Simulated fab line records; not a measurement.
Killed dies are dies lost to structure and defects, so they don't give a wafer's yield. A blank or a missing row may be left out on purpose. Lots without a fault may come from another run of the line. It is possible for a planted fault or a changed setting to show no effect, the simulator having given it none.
fab line records	flow n5_finfet
record: lots: 10	wafers: 28	last_day: 18
route steps=1938 shown GATE_CUT@468 BEOL_M4@1111 PASSIVATION@1936
lots that met no fault: taken from a fault-free run of the same line
start_h: hours from the record's opening day to when the first of the lot's shown wafers began	wait_h: time in hours since the lot's previous step	" unchanged from the row above	L1.1+2: several wafers, shown together as one row	- either no value or no given start	* or withheld: withheld	< > ~ a bound
route shown NAME@n: names a module that has steps shown in the file, with the first one's number in the route	usual: the fault-free wafers' mean and standard deviation	same: alike in all rows	chamber/n: place in a boat	sites: the reading at each site	_std_site: their standard deviation	_edge_site: the outer-site mean with the inner-site mean subtracted	radius_mm: how far each site lies from the wafer's centre	mask NAME#n: copy n	behind: the last tool/chamber to shape the wafer	hold: the reason the lot was held/the length of the hold in hours/how it ended	device: the n, p or np transistor that did not switch	end of line: the tests these same wafers got at the end of their route	a step given without rows: its recipe and nothing more	killed: count of dies lost to structure and defects at first sort (not the wafer's yield)	map: a wafer's dies, marking killed ones x, the rest . and places with no die _
set.NAME: the setting the step ran with; set.NAME@STEP: the setting that earlier step ran with	model.NAME: the simulator's own value behind a step, which no gauge read
the route's steps for a sample of lots (tables are steps, rows are wafers)
services: the hour from which a tool's chamber was out of use, counted from the record's first day as start_h (under 0 if before that day), plus the number of hours and why
== steps ==
step: N5_GATE_CUT_VAPOR_ETCH_60
recipe: chemistry: BCl3/Cl2	target: HfO2	mode: isotropic
usual: drypump_motor_current_A: 6.05/0.23	oes_product_au: 0.73/0.11
lot.wafer	tool	chamber	start_h	wait_h	drypump_motor_current_A	oes_product_au
L852.1	rie_metal-02	0	84.18	0.0	5.79	0.61
L852.3	"	1	"	"	5.47	0.63
L852.5	"	0	"	"	5.75	0.61
L853.2	rie_metal-02	0	93.43	0.0	5.79	0.60
L853.5	"	0	"	"	5.80	0.60
L853.6	"	1	"	"	5.44	0.64
L855.2	rie_metal-01	0	103.58	0.0	6.29	0.80
L855.3	"	0	"	"	6.29	0.80
L855.6	"	0	"	"	6.30	0.80
L857.1	rie_metal-03	1	118.01	0.0	6.01	0.82
L857.4	"	0	"	"	6.12	0.64
L857.5	"	1	"	"	6.02	0.81
L860.3	rie_metal-03	0	135.50	0.0	6.12	0.63
L860.4	"	1	"	"	5.97	0.82
L861.3	rie_metal-02	1	137.42	0.0	5.46	0.63
L861.4	"	0	"	"	5.75	0.60
L861.6	"	0	"	"	5.75	0.60
L862.3	rie_metal-03	1	144.17	0.0	6.03	0.81
L862.6	"	0	"	"	6.15	0.64
L863.1	rie_metal-03	1	151.73	0.0	5.96	0.81
L863.3	"	0	"	"	6.14	0.64
L863.4	"	1	"	"	5.98	0.81
L866.2	rie_metal-03	1	172.12	0.0	5.97	0.81
L866.4	"	1	"	"	5.99	0.80
L866.5	"	1	"	"	5.98	0.80
L874.1	rie_metal-03	1	220.00	0.0	6.00	0.79
L874.3	"	0	"	"	6.13	0.63
L874.6	"	1	"	"	6.03	0.79
step: N5_GATE_CUT_ETCH_19
recipe: chemistry: CH3F/O2	target: SiNx	mask_material: SiO2	target_depth_a: 537	time_s: 76.7	pressure_mtorr: 30	source_w: 395	bias_w: 73	Ar_flow_sccm: 150	CH3F_flow_sccm: 30	O2_flow_sccm: 20	ion_energy_ev: 120	ends: cleared
usual: drypump_motor_current_A: 5.6/0.57	etch_rf_on_time_s: 77.1/1.5	mfc_ar_sccm: 150.0/0.5	oes_product_au: 0.66/0.068	rf_vpp_V: 296/6.9	showerhead_plenum_p_Torr: 2.01/0.055	throttle_valve_pct: 16.36/0.23
lot.wafer	tool	chamber	start_h	wait_h	drypump_motor_current_A	etch_rf_on_time_s	mfc_ar_sccm	oes_product_au	rf_hours_counter_h	rf_vpp_V	showerhead_plenum_p_Torr	throttle_valve_pct
L852.1	rie_diel-03	2	88.15	0.0	6.6	77.0	149.3	0.60	210	298	1.99	16.62
L852.3	"	3	"	"	5.4	76.1	150.1	0.62	180	294	2.07	16.52
L852.5	"	3	"	"	5.4	76.9	150.0	0.61	-	294	2.07	16.51
L853.2	rie_diel-06	0	97.52	0.0	6.2	77.9	149.6	0.66	147	298	1.92	16.50
L853.5	"	1	"	"	5.1	77.7	150.7	0.63	-	288	1.98	16.35
L853.6	"	0	"	"	6.2	78.0	149.7	0.66	-	298	1.92	16.51
L855.2	rie_diel-01	2	107.29	0.0	6.0	74.4	149.7	0.71	66	293	2.04	16.34
L855.3	"	1	"	"	4.8	77.5	150.1	0.62	175	294	2.06	16.28
L855.6	"	0	"	"	5.2	75.4	150.6	0.67	-	292	2.01	16.62
L857.1	rie_diel-01	2	121.92	0.0	6.0	75.6	150.0	0.71	70	291	2.04	16.35
L857.4	"	0	"	"	5.2	76.0	150.1	0.66	134	293	2.01	16.62
L857.5	"	0	"	"	5.2	75.2	149.5	0.67	-	294	2.01	16.63
L860.3	rie_diel-01	1	139.40	0.0	4.8	89.5	149.3	0.56	184	295	2.06	16.28
L860.4	"	2	"	"	6.0	85.8	150.8	0.65	75	292	2.04	16.37
L861.3	rie_diel-01	0	141.12	0.0	5.2	86.0	149.7	0.61	140	292	2.01	16.63
L861.4	"	2	"	"	6.0	86.4	149.8	0.65	75	292	2.04	16.37
L861.6	"	3	"	"	5.9	78.3	150.5	0.63	-	291	1.91	16.46
L862.3	rie_diel-01	2	147.96	0.0	6.0	86.3	150.1	0.65	78	292	2.04	16.35
L862.6	"	1	"	"	4.8	77.9	149.8	0.60	-	294	2.06	16.30
L863.1	rie_diel-03	1	155.50	0.0	5.7	78.0	149.5	0.80	13	292	2.04	16.06
L863.3	"	0	"	"	6.5	77.7	149.6	0.58	242	308	2.05	16.28
L863.4	"	3	"	"	5.4	76.5	149.9	0.60	200	294	2.07	16.56
L866.2	rie_diel-06	1	175.98	0.0	5.1	77.3	150.4	0.62	213	286	1.98	16.40
L866.4	"	2	"	"	5.0	75.1	150.0	0.77	31	301	1.96	15.86
L866.5	"	0	"	"	6.2	78.0	150.7	0.64	-	298	1.91	16.54
L874.1	rie_diel-03	1	223.73	0.0	5.7	78.1	149.5	0.75	36	294	2.03	16.10
L874.3	"	3	"	"	5.4	76.6	150.5	0.59	224	293	2.06	16.59
L874.6	"	3	"	"	5.4	76.5	151.1	0.59	-	293	2.06	16.60
step: N5_GATE_CUT_CUT_ETCH_53
recipe: chemistry: SF6/Cl2	target: W	mask_material: SiO2	target_depth_a: 792	pressure_mtorr: 8	icp_w: 900	bias_w: 80	SF6_flow_sccm: 40	Cl2_flow_sccm: 60	ends: cleared
usual: drypump_motor_current_A: 6.03/0.24	etch_rf_on_time_s: 27.0/0.54	oes_product_au: 0.66/0.11	throttle_valve_pct: 28.94/0.26
lot.wafer	tool	chamber	start_h	wait_h	drypump_motor_current_A	etch_rf_on_time_s	oes_product_au	rf_hours_counter_h	throttle_valve_pct
L852.1	rie_metal-03	1	88.26	0.1	6.00	27.6	0.73	28	28.83
L852.3	"	0	"	"	6.14	27.1	0.57	-	29.11
L852.5	"	0	"	"	6.13	27.1	0.56	-	29.13
L853.2	rie_metal-02	0	97.63	0.1	5.78	27.1	0.54	121	29.44
L853.5	"	0	"	"	5.76	27.0	0.54	-	29.43
L853.6	"	1	"	"	5.45	28.1	0.56	-	28.98
L855.2	rie_metal-03	1	107.40	0.1	5.98	27.5	0.73	28	28.82
L855.3	"	0	"	"	6.09	27.0	0.57	-	29.11
L855.6	"	1	"	"	5.99	27.4	0.73	-	28.82
L857.1	rie_metal-02	1	122.03	0.1	5.48	27.7	0.56	101	28.97
L857.4	"	1	"	"	5.47	27.8	0.56	-	28.97
L857.5	"	0	"	"	5.76	26.8	0.54	-	29.43
L860.3	rie_metal-03	1	139.53	0.1	5.99	27.3	0.73	-	28.84
L860.4	"	0	"	"	6.17	27.4	0.56	-	29.14
L861.3	rie_metal-03	1	141.25	0.1	5.95	27.2	0.72	-	28.84
L861.4	"	0	"	"	6.12	27.4	0.56	-	29.15
L861.6	"	1	"	"	5.96	27.5	0.72	-	28.84
L862.3	rie_metal-01	1	148.09	0.1	6.17	26.5	0.54	-	29.29
L862.6	"	0	"	"	6.27	26.3	0.72	-	28.55
L863.1	rie_metal-03	1	155.84	0.3	5.98	27.7	0.71	33	28.84
L863.3	"	1	"	"	5.96	27.6	0.71	-	28.84
L863.4	"	0	"	"	6.15	27.4	0.55	-	29.13
L866.2	rie_metal-01	0	176.09	0.1	6.24	26.4	0.71	35	28.54
L866.4	"	1	"	"	6.21	26.5	0.89	-	28.86
L866.5	"	1	"	"	6.18	26.5	0.89	-	28.87
L874.1	rie_metal-01	1	223.84	0.1	6.20	26.4	0.84	5	28.86
L874.3	"	1	"	"	6.19	26.5	0.85	-	28.86
L874.6	"	1	"	"	6.17	26.3	0.84	-	28.86
step: N5_GATE_CUT_VAPOR_ETCH_51
recipe: chemistry: BCl3/Cl2	target: HfO2	mode: isotropic
usual: drypump_motor_current_A: 6.03/0.24	oes_product_au: 0.74/0.12
lot.wafer	tool	chamber	start_h	wait_h	drypump_motor_current_A	oes_product_au
L852.1	rie_metal-03	1	88.50	0.0	5.98	0.82
L852.3	"	0	"	"	6.13	0.65
L852.5	"	0	"	"	6.13	0.65
L853.2	rie_metal-02	0	97.87	0.0	5.78	0.60
L853.5	"	0	"	"	5.79	0.60
L853.6	"	1	"	"	5.46	0.64
L855.2	rie_metal-03	1	107.64	0.0	5.97	0.82
L855.3	"	0	"	"	6.13	0.65
L855.6	"	1	"	"	5.98	0.82
L857.1	rie_metal-02	1	122.27	0.0	5.46	0.64
L857.4	"	1	"	"	5.46	0.63
L857.5	"	0	"	"	5.77	0.60
L860.3	rie_metal-03	1	139.76	0.0	6.00	0.81
L860.4	"	0	"	"	6.14	0.63
L861.3	rie_metal-03	1	141.48	0.0	5.97	0.81
L861.4	"	0	"	"	6.15	0.64
L861.6	"	1	"	"	6.00	0.81
L862.3	rie_metal-01	1	148.32	0.0	6.17	0.60
L862.6	"	0	"	"	6.27	0.80
L863.1	rie_metal-03	1	156.08	0.0	6.01	0.80
L863.3	"	1	"	"	5.97	0.81
L863.4	"	0	"	"	6.15	0.63
L866.2	rie_metal-01	0	176.33	0.0	6.33	0.79
L866.4	"	1	"	"	6.15	0.99
L866.5	"	1	"	"	6.19	1.00
L874.1	rie_metal-01	1	224.08	0.0	6.17	0.94
L874.3	"	1	"	"	6.15	0.94
L874.6	"	1	"	"	6.16	0.94
step: N5_BEOL_M4_RC_MEAS_101
usual: DIBL_N: 36.2/1.6	DIBL_P: 36.5/1.9	IOFF_N: 0.158/0.027	IOFF_P: 0.21/0.038	ION_N: 675/12	ION_P: 464/8.9	SS_N: 71.5/0.61	SS_P: 73.4/0.59	VT_N: 250.4/3	VT_P: -250/3.6
lot.wafer	tool	chamber	start_h	wait_h	DIBL_N[mV/V]	DIBL_P[mV/V]	IOFF_N[nA/um]	IOFF_P[nA/um]	ION_N[uA/um]	ION_P[uA/um]	SS_N[mV/dec]	SS_P[mV/dec]	VT_N[mV]	VT_P[mV]
L852.1	prober-01	0	164.40	0.0	37.7	38.5	0.175	0.26	683	474	72.3	74.0	251.0	-247
L852.3	"	0	"	"	36.3	36.5	0.146	0.22	676	472	71.1	73.0	251.9	-250
L852.5	"	0	"	"	38.5	39.0	0.194	0.27	683	468	72.0	74.1	247.4	-245
L853.2	prober-01	0	170.34	0.2	35.1	35.1	0.140	0.18	670	458	71.4	73.4	250.7	-254
L853.5	"	0	"	"	34.4	34.7	0.130	0.18	663	461	70.9	73.1	255.0	-254
L853.6	"	0	"	"	34.1	33.3	0.114	0.16	656	449	71.2	72.0	254.7	-255
L855.2	prober-02	0	186.05	0.2	34.7	34.0	0.134	0.16	658	450	70.6	72.6	253.2	-257
L855.3	"	0	"	"	36.7	37.3	0.164	0.21	661	457	71.9	73.3	253.0	-250
L855.6	"	0	"	"	35.4	35.1	0.147	0.17	650	446	71.8	72.7	254.2	-256
L857.1	prober-01	0	202.49	0.0	37.8	37.8	0.168	0.21	684	461	72.0	73.6	253.7	-250
L857.4	"	0	"	"	38.4	38.4	0.180	0.22	689	461	71.5	74.4	249.0	-250
L857.5	"	0	"	"	39.3	39.3	0.192	0.24	680	463	71.3	74.3	251.1	-253
L861.3	prober-01	0	217.45	0.3	35.0	35.7	0.139	0.19	672	468	71.4	73.3	252.1	-252
L861.4	"	0	"	"	35.1	35.6	0.144	0.20	683	468	71.3	72.9	252.2	-251
L861.6	"	0	"	"	34.2	33.3	0.128	0.17	671	462	70.5	73.1	254.2	-252
L860.3	prober-02	0	219.29	0.3	35.8	37.4	0.158	0.22	686	467	71.1	73.5	250.7	-249
L860.4	"	0	"	"	37.5	40.1	0.211	0.26	686	471	71.5	74.4	246.2	-247
L862.3	prober-01	0	227.77	0.3	34.9	35.8	0.142	0.19	671	463	70.5	73.5	251.0	-250
L862.6	"	0	"	"	38.2	39.0	0.209	0.25	705	474	72.8	73.6	246.5	-246
L863.1	prober-02	0	251.76	0.0	34.4	33.6	0.128	0.15	658	446	70.3	72.3	251.3	-258
L863.3	"	0	"	"	37.1	37.9	0.175	0.22	672	456	71.5	74.1	248.8	-250
L863.4	"	0	"	"	36.1	35.3	0.154	0.17	674	456	71.2	72.9	248.4	-251
L866.2	prober-02	0	275.25	0.2	37.1	37.4	0.173	0.23	671	463	72.1	73.3	249.0	-249
L866.4	"	0	"	"	38.5	39.3	0.206	0.26	692	472	72.1	73.4	246.0	-246
L866.5	"	0	"	"	34.4	34.7	0.120	0.17	666	460	70.2	72.3	255.4	-254
L874.1	prober-01	0	313.01	0.0	38.4	38.9	0.223	0.30	690	478	73.0	74.6	246.9	-245
L874.3	"	0	"	"	36.2	36.3	0.157	0.23	666	461	71.9	73.7	252.2	-248
L874.6	"	0	"	"	36.0	35.3	0.158	0.21	675	461	71.6	72.9	252.8	-252
step: N5_PASSIVATION_PROBE_49
usual: defect_limited_yield: 91.3/1.7	killed_at_M0_to_M3: 33/11	killed_at_M4_up: 14/5.5	killed_at_contacts: 13/6.5	killed_at_front_end: 39/13	killed_at_other: 3.4/2.9	killed_dies: 103/20	killed_open: 69/15	killed_short: 32/8.1	sort_bin_5_function: 5.1/1.1	sort_bin_6_memory: 3.3/0.74	sort_bin_8_speed: 0.00/0.014	sort_n_pass: 1077/20	sort_yield_pct: 91.3/1.7
same: gross_dies: 1180	killed_at_back_side: 0	sort_bin_4_leakage[%]: 0
lot.wafer	tool	chamber	start_h	wait_h	defect_limited_yield[%]	killed_at_M0_to_M3	killed_at_M4_up	killed_at_contacts	killed_at_front_end	killed_at_other	killed_dies	killed_open	killed_short	sort_bin_5_function[%]	sort_bin_6_memory[%]	sort_bin_8_speed[%]	sort_n_pass	sort_yield_pct[%]
L866.2	prober-01	-	378.19	0.1	91.6	25	17	14	43	0	99	68	30	5.3	3.0	0	1081	91.6
L866.4	prober-01	-	378.29	0.2	90.3	52	11	11	40	1	115	87	28	4.7	4.7	0	1065	90.3
L866.5	prober-01	-	378.34	0.2	90.8	34	9	18	42	5	108	82	26	4.7	4.2	0	1072	90.8
killed by level:class
L866.2 FIN_SAQP:geometric_particle:open=18 MOL_CONTACT_COAG:geometric_particle:open=11 BEOL_M6:geometric_particle:open=6 FIN_SAQP:geometric_particle:short=5 BEOL_M3:geometric_particle:open=5 BEOL_M1:geometric_particle:open=5 BEOL_M2:geometric_particle:open=5 STI_FIN_REVEAL:geometric_particle:open=3
L866.4 FIN_SAQP:geometric_particle:open=16 BEOL_M0_SAQP:geometric_particle:open=14 STI_FIN_REVEAL:geometric_particle:open=12 MOL_CONTACT_COAG:geometric_particle:open=10 BEOL_M0_SAQP:geometric_particle:short=10 BEOL_M3:geometric_particle:open=10 BEOL_M1:geometric_particle:open=9 FIN_SAQP:geometric_particle:short=6
L866.5 MOL_CONTACT_COAG:geometric_particle:open=15 FIN_SAQP:geometric_particle:open=12 BEOL_M2:geometric_particle:open=10 BEOL_M0_SAQP:geometric_particle:open=8 BEOL_M0_SAQP:geometric_particle:short=7 FIN_SAQP:geometric_particle:short=6 DUMMY_GATE:geometric_particle:open=5 STARTING-WAFER:geometric_particle:open=5
== services ==
tool	chamber	start_h	hours	kind
rie_diel-03	1	77.68	-	clean
rie_diel-03	1	77.68	-	consumable_replace:focus_ring
rie_diel-06	3	84.92	1.6	repair
rie_metal-03	-	91.15	14.6	pm
rie_diel-03	-	116.21	0.6	repair
rie_diel-03	-	123.78	2.8	pm
rie_metal-02	-	149.58	14.6	pm
rie_metal-01	1	152.42	-	clean
rie_metal-01	1	152.42	22.0	scheduled_down
rie_metal-01	1	152.42	22.0	vent_cycle
rie_diel-06	0	160.21	2.8	repair
rie_metal-02	-	166.89	0.1	repair
rie_diel-03	0	178.59	-	clean
rie_diel-03	0	178.59	-	consumable_replace:focus_ring
rie_diel-03	0	178.59	26.3	scheduled_down
rie_diel-03	0	178.59	26.3	vent_cycle
rie_metal-02	0	211.43	-	clean
rie_metal-02	0	211.43	27.5	scheduled_down
rie_metal-02	0	211.43	27.5	vent_cycle
rie_diel-06	0	213.00	3.4	repair
rie_diel-03	2	217.30	-	clean
rie_diel-03	2	217.30	-	consumable_replace:focus_ring
rie_diel-03	2	217.30	20.1	scheduled_down
rie_diel-03	2	217.30	20.1	vent_cycle
== key ==
first_sign: step: N5_GATE_CUT_ETCH_19	reading: etch_rf_on_time_s	direction: up	sigmas: 6.5	usual: *	struck: *
effect none on later readings
met_at N5_GATE_CUT_ETCH_19
struck_lots L860,L861,L862
struck_wafers L860.3,L860.4,L861.3,L861.4,L862.3
not_acting_at N5_GATE_CUT_VAPOR_ETCH_60,N5_GATE_CUT_CUT_ETCH_53,N5_GATE_CUT_VAPOR_ETCH_51
onset_between 121.92 139.40
fault: kind: process_parameter_drift	tool: rie_diel-01	chamber: -	onset_h: 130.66	steps: N5_GATE_CUT_ETCH_19	channel: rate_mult	offset: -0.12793	shape: step	end_h: 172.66	scope: struck_wafers_only
